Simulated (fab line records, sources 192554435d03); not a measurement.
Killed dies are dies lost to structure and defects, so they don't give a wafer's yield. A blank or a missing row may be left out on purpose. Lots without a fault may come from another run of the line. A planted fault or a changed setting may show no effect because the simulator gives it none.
Chamber matching | flow n5_finfet | N5_BEOL_M5_PRE_CLEAN_77 on cvd_co-02: 3 sister chambers
The step time 15 s. 3 wafers are shown with their chamber, then 7 later ones without.

WAFERS WITH THEIR CHAMBER
wafer  | chamber | heater_power_w (W)
L592.1 | 1       | 84
L601.1 | 2       | 51
L601.3 | 0       | 79

WAFERS WITHOUT THEIR CHAMBER
wafer  | heater_power_w (W)
L601.5 | 78
L608.1 | 81
L608.4 | 80
L608.6 | 83
L611.1 | 52
L611.3 | 81
L611.6 | 52

WHICH CHAMBER EACH WENT THROUGH
wafer  | from the rows above     | in truth
L601.5 | 0                       | 0
L608.1 | can't be placed: 0 or 1 | 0
L608.4 | 0                       | 0
L608.6 | 1                       | 1
L611.1 | 2                       | 2
L611.3 | can't be placed: 0 or 1 | 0
L611.6 | 2                       | 2
Placed correctly: 5 of 7. Can't be placed from these rows: 2 (the true chamber is among the candidates in 2). Placed wrongly: 0.
How it was worked out, from the rows above alone: a wafer's distance from a chamber is the root of the sum, over the readings, of the square of ((its reading less the chamber's mean) divided by the reading's scatter). The wafer belongs to the nearest chamber; if the next one is less than 2 further off, it can't be placed. A chamber's mean is the mean of its shown wafers. The scatter: with one shown wafer a chamber, the root of the mean of the squares of how far each hidden wafer lies from its nearest shown one.
